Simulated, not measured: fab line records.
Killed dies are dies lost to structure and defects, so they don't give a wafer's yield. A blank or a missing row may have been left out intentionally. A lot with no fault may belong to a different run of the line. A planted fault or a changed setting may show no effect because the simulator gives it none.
fab line records    flow n5-finfet
[record] lots = 7  wafers = 21  last-day = 20
route steps=1938 shown DUMMY_GATE@237 SPACER0@261 SD_EPI_N@272 BEOL_M4@1111 PASSIVATION@1936
lots that met no fault: from a run of the same line without faults
start-h: hours from the record's opening day to when the first of the lot's shown wafers began    wait-h: how many hours have passed since the lot's step before this one    " the same as in the row above    L1.1+2: a row that stands for several wafers    - no value, or no start given    * or withheld: withheld    < > ~ a bound
route shown NAME@n: names a module that has steps shown in the file, with the first one's number in the route    usual: mean/standard deviation taken from wafers without a fault    same: alike in all rows    chamber/n: place in a boat    sites: each site's reading    _std_site: standard deviation of those values    _edge_site: the outer-site mean with the inner-site mean subtracted    radius-mm: how far each site lies from the wafer's centre    mask NAME#n: copy n    behind: the most recent tool/chamber to have shaped the wafer    hold: why the lot went on hold/how many hours it stayed there/how the hold came to an end    device: the transistor (n, p or np) that didn't switch    end of line: at the end of the route, the tests of the same wafers    where a step has no rows: the recipe by itself    killed: count of dies lost to structure and defects at first sort (not the wafer's yield)    map: a wafer's dies, x killed, . not, _ none there
set.NAME: setting as actually run; set.NAME@STEP: the setting as run at that earlier step    model.NAME: the simulator's own value behind a step, which no gauge read
steps of the route over a sample of lots; a table a step, a row a wafer
services: a tool's chamber out of use, with start hour (start-h, from the record's first day; less than 0 if before it), hours out, and reason
[[steps]]
[step N5_DUMMY_GATE_ETCH_37]
[recipe] chemistry = N2/H2  target = SOC  target-depth-a = 600  overetch-a = 300  temp-c = 40  ion-energy-ev = 200  pressure-mtorr = 30  source-w = 840  bias-w = 150  n2-flow-sccm = 200  h2-flow-sccm = 200
[usual] drypump-motor-current-A = 5.8/0.5  h2-flow-sccm = 199.9/0.59  oes-product-au = 0.64/0.074  rf-vpp-V = 524.6/2.1  showerhead-plenum-p-Torr = 2.57/0.08  throttle-valve-pct = 17.85/0.26
lot.wafer  tool         chamber  start-h  wait-h  drypump-motor-current-A  h2-flow-sccm  oes-product-au  rf-hours-counter-h  rf-vpp-V  showerhead-plenum-p-Torr  throttle-valve-pct
L596.3     rie-diel-01  0        69.41    0.0     6.2                      199.2         0.56            222                 525.7     2.64                      18.34
L596.4     "            3        "        "       6.4                      200.5         0.54            248                 522.9     2.49                      18.08
L596.5     "            3        "        "       6.4                      200.7         0.54            -                   523.0     2.49                      18.09
L599.2     rie-diel-01  1        83.40    0.0     6.2                      200.6         0.58            167                 525.3     2.64                      17.78
L599.4     "            2        "        "       5.1                      200.1         0.72            -                   525.9     2.61                      17.60
L599.6     "            1        "        "       6.2                      199.3         0.58            -                   527.4     2.64                      17.76
L600.2     rie-diel-05  2        90.80    0.0     5.5                      200.6         0.63            112                 521.8     2.44                      17.61
L600.3     "            1        "        "       5.9                      200.2         0.74            21                  528.1     2.71                      18.05
L600.5     "            0        "        "       4.7                      200.9         0.59            -                   526.6     2.67                      18.01
L604.1     rie-diel-01  3        117.60   0.0     6.3                      199.4         0.75            8                   523.7     2.49                      17.59
L604.3     "            1        "        "       6.1                      199.5         0.57            179                 526.3     2.63                      17.78
L604.6     "            3        "        "       6.3                      199.2         0.75            -                   523.4     2.49                      17.60
L614.1     rie-diel-04  3        172.34   0.0     5.9                      200.9         0.57            219                 522.3     2.52                      18.18
L614.2     "            2        "        "       5.5                      199.6         0.61            128                 521.2     2.44                      17.53
L614.3     "            0        "        "       5.8                      199.3         0.56            216                 523.1     2.53                      18.15
L615.1     rie-diel-01  2        177.87   0.0     5.1                      200.0         0.67            46                  524.0     2.60                      17.68
L615.2     "            3        "        "       6.3                      200.7         0.71            27                  523.0     2.48                      17.64
L615.4     "            1        "        "       6.2                      200.8         0.57            200                 525.7     2.62                      17.80
L616.3     rie-diel-01  1        184.42   0.0     6.2                      200.2         0.56            202                 526.1     2.62                      17.82
L616.5     "            1        "        "       6.2                      201.2         0.56            -                   526.1     2.62                      17.82
L616.6     "            0        "        "       6.1                      199.6         0.55            -                   524.9     2.63                      18.36
[step N5_DUMMY_GATE_CD_MEAS_50]
[recipe] target-cd-nm = 14
[usual] cd-nm = 13.9/0.37
lot.wafer  tool       chamber  start-h  wait-h  cd-nm
L596.3     cd-sem-03  -        69.65    0.0     14.0
L596.4     "          -        "        "       13.9
L596.5     "          -        "        "       14.2
L599.2     cd-sem-02  -        83.63    0.0     13.4
L599.4     "          -        "        "       13.6
L599.6     "          -        "        "       13.8
L600.2     cd-sem-02  -        91.15    0.0     13.7
L600.3     "          -        "        "       14.1
L600.5     "          -        "        "       14.0
L604.1     cd-sem-02  -        117.83   0.0     14.0
L604.3     "          -        "        "       12.9
L604.6     "          -        "        "       13.8
L614.1     cd-sem-01  -        172.57   0.0     14.5
L614.2     "          -        "        "       14.4
L614.3     "          -        "        "       14.0
L615.1     cd-sem-02  -        178.10   0.0     13.7
L615.2     "          -        "        "       14.4
L615.4     "          -        "        "       13.4
L616.3     cd-sem-01  -        184.66   0.0     14.0
L616.5     "          -        "        "       13.6
L616.6     "          -        "        "       13.9
[step N5_DUMMY_GATE_HM_OPEN_21]
[recipe] chemistry = CH3F/O2  target = SiNx  target-depth-a = 1200  Ar_flow_sccm = 150  CH3F_flow_sccm = 30  O2_flow_sccm = 23  time-s = 171.4  pressure-mtorr = 30  source-w = 395  bias-w = 73  ion-energy-ev = 120.7
[usual] drypump-motor-current-A = 5.6/0.44  oes_o_777_au = 0.82/0.081  oes-product-au = 0.81/0.084  rf-vpp-V = 297/6  showerhead-plenum-p-Torr = 2.02/0.059  throttle-valve-pct = 16.50/0.21
lot.wafer  tool         chamber  start-h  wait-h  drypump-motor-current-A  oes_o_777_au  oes-product-au  rf-hours-counter-h  rf-vpp-V  showerhead-plenum-p-Torr  throttle-valve-pct
L596.3     rie-diel-05  3        69.78    0.0     5.0                      0.95          0.92            8                   293       1.99                      16.27
L596.4     "            2        "        "       5.5                      0.82          0.81            106                 295       1.97                      16.52
L596.5     "            3        "        "       5.0                      0.94          0.94            -                   294       1.99                      16.26
L599.2     rie-diel-05  0        83.76    0.0     4.7                      0.77          0.73            163                 297       2.09                      16.58
L599.4     "            0        "        "       4.7                      0.77          0.73            -                   297       2.09                      16.58
L599.6     "            3        "        "       4.9                      0.93          0.92            -                   294       1.99                      16.27
L600.2     rie-diel-05  3        91.29    0.0     5.0                      0.92          0.92            15                  293       1.98                      16.27
L600.3     "            0        "        "       4.7                      0.77          0.74            165                 298       2.09                      16.59
L600.5     "            1        "        "       5.9                      0.96          0.94            -                   298       2.15                      16.55
L604.1     rie-diel-05  3        118.16   0.0     5.0                      0.91          0.89            23                  295       1.98                      16.30
L604.3     "            1        "        "       5.9                      0.93          0.92            32                  297       2.15                      16.58
L604.6     "            3        "        "       5.0                      0.90          0.89            -                   295       1.98                      16.28
L614.1     rie-diel-04  0        172.70   0.0     5.8                      0.70          0.70            216                 303       1.99                      16.70
L614.2     "            1        "        "       5.7                      0.86          0.84            55                  297       1.97                      16.44
L614.3     "            2        "        "       5.5                      0.79          0.76            129                 284       1.95                      16.35
L615.1     rie-diel-05  3        178.23   0.0     4.9                      0.86          0.87            40                  292       1.98                      16.32
L615.2     "            0        "        "       4.7                      0.75          0.71            192                 297       2.08                      16.64
L615.4     "            1        "        "       5.9                      0.91          0.88            49                  299       2.14                      16.62
L616.3     rie-diel-04  1        184.78   0.0     5.7                      0.87          0.85            57                  296       1.97                      16.42
L616.5     "            0        "        "       5.8                      0.69          0.70            -                   302       1.99                      16.73
L616.6     "            1        "        "       5.7                      0.86          0.86            -                   299       1.97                      16.44
[step N5_DUMMY_GATE_STRIP_48]
[recipe] chemistry = N2/H2  time-s = 20  power-w = 100  temp-c = 40  pressure-mtorr = 100  rf-frequency-hz = 6e+07  bias-power-w = 3  n2-flow-sccm = 300  h2-flow-sccm = 300
[usual] drypump-motor-current-A = 5.6/0.51  h2-flow-sccm = 300.1/0.98  oes-product-au = 0.81/0.09  rf-vpp-V = 45.3/0.87  showerhead-plenum-p-Torr = 3.40/0.12  throttle-valve-pct = 12.23/0.27
lot.wafer  tool         chamber  start-h  wait-h  drypump-motor-current-A  h2-flow-sccm  oes-product-au  rf-hours-counter-h  rf-vpp-V  showerhead-plenum-p-Torr  throttle-valve-pct
L596.3     rie-diel-05  0        70.24    0.0     4.7                      299.5         0.74            158                 45.8      3.53                      12.38
L596.4     "            2        "        "       5.5                      300.2         0.80            106                 45.0      3.25                      11.99
L596.5     "            3        "        "       5.0                      299.2         0.95            -                   45.4      3.31                      11.93
L599.2     rie-diel-01  2        84.27    0.0     5.1                      299.6         0.91            13                  45.7      3.46                      11.91
L599.4     "            0        "        "       6.2                      300.3         0.72            -                   44.5      3.49                      12.75
L599.6     "            2        "        "       5.1                      300.4         0.93            -                   43.7      3.46                      11.92
L600.2     rie-diel-01  1        91.75    0.0     6.2                      300.1         0.73            170                 46.6      3.49                      12.21
L600.3     "            2        "        "       5.1                      300.7         0.90            16                  45.0      3.46                      11.92
L600.5     "            0        "        "       6.1                      301.5         0.71            -                   45.9      3.49                      12.75
L604.1     rie-diel-04  0        118.63   0.0     5.8                      300.3         0.72            200                 45.3      3.36                      12.54
L604.3     "            1        "        "       5.8                      300.3         0.89            38                  45.4      3.30                      12.07
L604.6     "            1        "        "       5.8                      298.9         0.89            -                   44.0      3.30                      12.08
L614.1     rie-diel-04  3        173.16   0.0     5.9                      299.2         0.71            219                 46.3      3.35                      12.61
L614.2     "            2        "        "       5.5                      300.8         0.77            129                 43.8      3.24                      11.99
L614.3     "            0        "        "       5.8                      299.2         0.71            216                 46.6      3.35                      12.57
L615.1     rie-diel-05  0        178.69   0.0     4.8                      300.8         0.72            192                 45.7      3.51                      12.44
L615.2     "            2        "        "       5.6                      299.5         0.76            138                 44.5      3.23                      12.07
L615.4     "            1        "        "       5.9                      299.8         0.89            50                  44.9      3.57                      12.34
L616.3     rie-diel-01  1        185.31   0.0     6.2                      298.3         0.71            203                 45.8      3.48                      12.30
L616.5     "            2        "        "       5.1                      302.4         0.84            -                   44.8      3.45                      12.00
L616.6     "            3        "        "       6.3                      299.0         0.90            -                   44.8      3.29                      11.98
[step N5_DUMMY_GATE_INSPECT_27]
[recipe] inspect-instrument = brightfield  mode = aei
[usual] raw-defect-count = 283/84
lot.wafer  tool               chamber  start-h  wait-h  raw-defect-count
L596.3     defect-inspect-01  -        70.44    0.0     197
L596.4     "                  -        "        "       156
L596.5     "                  -        "        "       213
L599.2     defect-inspect-01  -        84.45    0.0     276
L599.4     "                  -        "        "       167
L599.6     "                  -        "        "       186
L600.2     defect-inspect-01  -        92.03    0.0     648
L600.3     "                  -        "        "       613
L600.5     "                  -        "        "       569
L604.1     defect-inspect-02  -        118.84   0.0     596
L604.3     "                  -        "        "       601
L604.6     "                  -        "        "       599
L614.1     defect-inspect-01  -        173.34   0.0     279
L614.2     "                  -        "        "       405
L614.3     "                  -        "        "       301
L615.1     defect-inspect-02  -        178.88   0.0     159
L615.2     "                  -        "        "       255
L615.4     "                  -        "        "       222
L616.3     defect-inspect-02  -        185.50   0.0     348
L616.5     "                  -        "        "       441
L616.6     "                  -        "        "       332
[step N5_SPACER0_INSPECT_04]
[recipe] inspect-instrument = darkfield  mode = post-dep
[usual] raw-defect-count = 129/33
lot.wafer  tool               chamber  start-h  wait-h  raw-defect-count
L596.3     defect-inspect-01  -        71.04    0.1     132
L596.4     "                  -        "        "       95
L596.5     "                  -        "        "       124
L599.2     defect-inspect-01  -        85.06    0.1     154
L599.4     "                  -        "        "       83
L599.6     "                  -        "        "       116
L600.2     defect-inspect-01  -        94.35    0.1     507
L600.3     "                  -        "        "       482
L600.5     "                  -        "        "       498
L604.1     defect-inspect-01  -        119.53   0.1     430
L604.3     "                  -        "        "       451
L604.6     "                  -        "        "       435
L614.1     defect-inspect-02  -        173.95   0.1     154
L614.2     "                  -        "        "       168
L614.3     "                  -        "        "       157
L615.1     defect-inspect-01  -        179.49   0.1     61
L615.2     "                  -        "        "       97
L615.4     "                  -        "        "       122
L616.3     defect-inspect-01  -        186.10   0.1     114
L616.5     "                  -        "        "       160
L616.6     "                  -        "        "       119
[step N5_SD_EPI_N_INSPECT_11]
[recipe] mode = adi  inspect-instrument = macro
[usual] raw-defect-count = 2.0/1.5
lot.wafer  tool               chamber  start-h  wait-h  raw-defect-count
L596.3     defect-inspect-01  -        71.37    0.0     2
L596.4     "                  -        "        "       4
L596.5     "                  -        "        "       2
L599.2     defect-inspect-01  -        85.51    0.0     3
L599.4     "                  -        "        "       3
L599.6     "                  -        "        "       4
L600.2     defect-inspect-01  -        94.68    0.0     >300
L600.3     "                  -        "        "       >300
L600.5     "                  -        "        "       >300
L604.1     defect-inspect-02  -        119.86   0.0     >300
L604.3     "                  -        "        "       >300
L604.6     "                  -        "        "       >300
L614.1     defect-inspect-02  -        174.40   0.0     2
L614.2     "                  -        "        "       2
L614.3     "                  -        "        "       1
L615.1     defect-inspect-02  -        179.95   0.0     1
L615.2     "                  -        "        "       4
L615.4     "                  -        "        "       2
L616.3     defect-inspect-02  -        186.56   0.0     2
L616.5     "                  -        "        "       3
L616.6     "                  -        "        "       2
[step N5_SD_EPI_N_INSPECT_26]
[recipe] inspect-instrument = darkfield  mode = post-epi
[usual] raw-defect-count = 193/40
lot.wafer  tool               chamber  start-h  wait-h  raw-defect-count
L596.3     defect-inspect-01  -        75.45    0.1     162
L596.4     "                  -        "        "       158
L596.5     "                  -        "        "       183
L599.2     defect-inspect-01  -        90.04    0.2     205
L599.4     "                  -        "        "       133
L599.6     "                  -        "        "       205
L600.2     defect-inspect-01  -        99.91    0.1     542
L600.3     "                  -        "        "       523
L600.5     "                  -        "        "       550
L604.1     defect-inspect-02  -        124.00   0.2     482
L604.3     "                  -        "        "       527
L604.6     "                  -        "        "       541
L614.1     defect-inspect-01  -        179.26   0.2     197
L614.2     "                  -        "        "       189
L614.3     "                  -        "        "       190
L615.1     defect-inspect-02  -        184.15   0.1     119
L615.2     "                  -        "        "       149
L615.4     "                  -        "        "       205
L616.3     defect-inspect-02  -        191.15   0.1     189
L616.5     "                  -        "        "       213
L616.6     "                  -        "        "       208
[step N5_BEOL_M4_RC_MEAS_101]
[usual] DIBL_N = 36.3/1.6  DIBL_P = 36.4/2.1  IOFF_N = 0.16/0.032  IOFF_P = 0.22/0.044  ION_N = 675/12  ION_P = 463/8.3  SS_N = 71.6/0.64  SS_P = 73.3/0.67  VT_N = 250/3.3  VT_P = -250/3.7
lot.wafer  tool       chamber  start-h  wait-h  DIBL_N[mV/V]  DIBL_P[mV/V]  IOFF_N[nA/um]  IOFF_P[nA/um]  ION_N[uA/um]  ION_P[uA/um]  SS_N[mV/dec]  SS_P[mV/dec]  VT_N[mV]  VT_P[mV]
L596.3     prober-02  0        226.43   0.3     38.8          38.2          0.18           0.23           684           466           71.7          73.9          252       -247
L596.4     "          0        "        "       35.0          33.1          0.12           0.16           666           455           70.6          73.1          256       -255
L596.5     "          0        "        "       36.4          35.1          0.15           0.20           686           464           71.9          73.5          251       -251
L599.2     prober-01  0        231.91   0.2     35.5          36.4          0.16           0.22           679           465           71.4          73.5          248       -251
L599.4     "          0        "        "       35.7          36.0          0.15           0.21           668           457           71.8          72.9          251       -248
L599.6     "          0        "        "       34.7          34.5          0.13           0.18           663           451           71.7          73.5          253       -250
L600.2     prober-01  0        252.46   0.2     36.8          38.9          0.19           0.26           690           472           71.3          74.1          249       -248
L600.3     "          0        "        "       36.9          38.7          0.19           0.26           682           471           71.8          73.6          249       -248
L600.5     "          0        "        "       37.2          40.1          0.20           0.29           697           486           71.9          74.9          247       -245
L604.1     prober-02  0        287.00   0.0     33.7          32.9          0.13           0.20           674           469           71.2          71.8          250       -247
L604.3     "          0        "        "       38.6          38.7          0.22           0.29           694           472           72.7          74.4          243       -245
L604.6     "          0        "        "       35.6          35.8          0.17           0.26           696           479           71.5          73.3          249       -244
L614.1     prober-02  0        350.85   0.0     35.6          35.1          0.12           0.18           648           450           71.4          73.4          255       -253
L614.2     "          0        "        "       34.9          34.2          0.12           0.17           672           464           70.7          73.2          254       -251
L614.3     "          0        "        "       36.8          35.7          0.14           0.19           667           461           70.9          72.4          252       -253
L615.1     prober-02  0        354.48   0.0     35.4          36.1          0.13           0.16           665           456           71.8          72.6          254       -253
L615.2     "          0        "        "       34.7          35.6          0.13           0.16           662           456           71.1          73.2          252       -256
L615.4     "          0        "        "       40.7          41.8          0.24           0.26           697           463           73.0          74.2          245       -247
L616.3     prober-01  0        381.41   0.3     35.7          34.9          0.15           0.21           665           459           71.9          72.9          250       -250
L616.5     "          0        "        "       37.1          36.6          0.17           0.23           670           462           72.6          73.0          248       -248
L616.6     "          0        "        "       35.8          35.0          0.15           0.21           680           463           72.4          72.9          253       -251
[step N5_PASSIVATION_PROBE_49]
[usual] defect-limited-yield = 91.4/1.2  killed_at_M0_to_M3 = 35/11  killed_at_M4_up = 14/6  killed-at-contacts = 12/6.7  killed-at-front-end = 37/9.7  killed-at-other = 3.5/2.5  killed-dies = 102/15  killed-on-rim = 13/3.6  killed-open = 67/12  killed-short = 33/7.3  sort_bin_5_function = 5.1/0.81  sort_bin_6_memory = 3.2/0.65  sort-n-pass = 1078/15  sort-yield-pct = 91.4/1.2
[same] gross-dies = 1180  killed-at-back-side = 0  sort_bin_4_leakage[%] = 0  sort_bin_8_speed[%] = 0
lot.wafer  tool       chamber  start-h  wait-h  defect-limited-yield[%]  killed_at_M0_to_M3  killed_at_M4_up  killed-at-contacts  killed-at-front-end  killed-at-other  killed-dies  killed-on-rim  killed-open  killed-short  sort_bin_5_function[%]  sort_bin_6_memory[%]  sort-n-pass  sort-yield-pct[%]
L600.2     prober-01  -        359.78   0.1     83.8                     41                  11               15                  121                  3                191          24             71           34            10.3                    3.7                   989          83.8
L600.3     prober-01  -        359.83   0.1     86.8                     35                  13               15                  92                   1                156          27             60           42            8.5                     3.4                   1024         86.8
L600.5     prober-01  -        359.93   0.2     85.8                     22                  8                2                   130                  5                167          12             45           25            9.7                     3.1                   1013         85.8
L604.1     prober-01  -        396.86   0.0     85.2                     38                  18               10                  107                  2                175          32             61           34            10.0                    3.6                   1005         85.2
L604.3     prober-01  -        396.96   0.1     82.7                     29                  18               16                  136                  5                204          22             64           37            11.9                    3.7                   976          82.7
L604.6     prober-01  -        397.11   0.3     82.5                     49                  14               13                  125                  5                206          33             89           37            9.3                     5.9                   974          82.5
// killed by level:class
L600.2 DUMMY_GATE:unspecified=85 MOL_CONTACT_COAG:geometric-particle:open=14 FIN_SAQP:geometric-particle:open=10 BEOL_M0_SAQP:geometric-particle:short=10 BEOL_M0_SAQP:geometric-particle:open=9 FIN_SAQP:geometric-particle:short=7 BEOL_M4:geometric-particle:open=6 BEOL_M1:geometric-particle:open=5
L600.3 DUMMY_GATE:unspecified=54 MOL_CONTACT_COAG:geometric-particle:open=11 FIN_SAQP:geometric-particle:short=9 BEOL_M0_SAQP:geometric-particle:short=8 DUMMY_GATE:geometric-particle:open=7 BEOL_M1:geometric-particle:open=7 GATE_CUT:geometric-particle:short=6 BEOL_M2:geometric-particle:open=6
L600.5 DUMMY_GATE:unspecified=97 FIN_SAQP:geometric-particle:open=10 GATE_CUT:geometric-particle:short=9 BEOL_M2:geometric-particle:open=6 BEOL_M0_SAQP:geometric-particle:open=4 STI_FIN_REVEAL:geometric-particle:open=3 DUMMY_GATE:geometric-particle:open=3 BEOL_M1:geometric-particle:open=3
L604.1 DUMMY_GATE:unspecified=79 BEOL_M0_SAQP:geometric-particle:short=15 BEOL_M4:geometric-particle:open=12 BEOL_M0_SAQP:geometric-particle:open=10 MOL_CONTACT_COAG:geometric-particle:open=9 STI_FIN_REVEAL:geometric-particle:open=5 DUMMY_GATE:geometric-particle:open=5 BEOL_M3:geometric-particle:open=5
L604.3 DUMMY_GATE:unspecified=101 MOL_CONTACT_COAG:geometric-particle:open=15 BEOL_M0_SAQP:geometric-particle:short=13 BEOL_M4:geometric-particle:open=11 GATE_CUT:geometric-particle:short=6 STI_FIN_REVEAL:geometric-particle:open=5 DUMMY_GATE:geometric-particle:open=5 BEOL_M0_SAQP:geometric-particle:open=5
L604.6 DUMMY_GATE:unspecified=79 BEOL_M0_SAQP:geometric-particle:short=17 BEOL_M0_SAQP:geometric-particle:open=15 MOL_CONTACT_COAG:geometric-particle:open=12 FIN_SAQP:geometric-particle:open=11 DUMMY_GATE:geometric-particle:open=10 BEOL_M3:geometric-particle:open=9 BEOL_M4:geometric-particle:open=9
[[services]]
tool         chamber  start-h  hours  kind
rie-diel-01  3        75.10    -      clean
rie-diel-01  3        75.10    -      consumable-replace:focus-ring
rie-diel-01  3        75.10    18.7   scheduled-down
rie-diel-01  3        75.10    18.7   vent-cycle
rie-diel-01  0        75.56    1.7    repair
rie-diel-05  1        80.42    9.3    repair
rie-diel-04  2        105.37   13.3   repair
rie-diel-01  0        117.38   36.7   repair
rie-diel-01  3        160.50   4.9    repair
[[key]]
[first-sign] step = N5_DUMMY_GATE_INSPECT_27  reading = raw-defect-count  direction = up  sigmas = 3.8  usual = 283  struck = 604
[effect] step = N5_SPACER0_INSPECT_04  reading = raw-defect-count  direction = up  sigmas = 10  usual = 129  struck = 467
[effect] step = N5_SD_EPI_N_INSPECT_11  reading = raw-defect-count  direction = up  sigmas = 99+  usual = 2.0  struck = >300
[effect] step = N5_SD_EPI_N_INSPECT_26  reading = raw-defect-count  direction = up  sigmas = 8.3  usual = 193  struck = 528
[effect] step = N5_PASSIVATION_PROBE_49  reading = killed-at-front-end  direction = up  sigmas = 8.4  usual = 37  struck = 118
[more-kills-born-at] N5_DUMMY_GATE_HM_OPEN_21@rie-diel-05 = 495
met-at N5_DUMMY_GATE_HM_OPEN_21
struck-lots L600,L604
not-acting-at N5_DUMMY_GATE_ETCH_37,N5_DUMMY_GATE_CD_MEAS_50,N5_DUMMY_GATE_STRIP_48
onset-between 83.76 91.29
[fault] kind = chamber-particle-source  tool = rie-diel-05  chamber = -  onset-h = 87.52  steps = N5_DUMMY_GATE_HM_OPEN_21  rate-per-visit-cm2 = 0.53998  end-h = 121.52
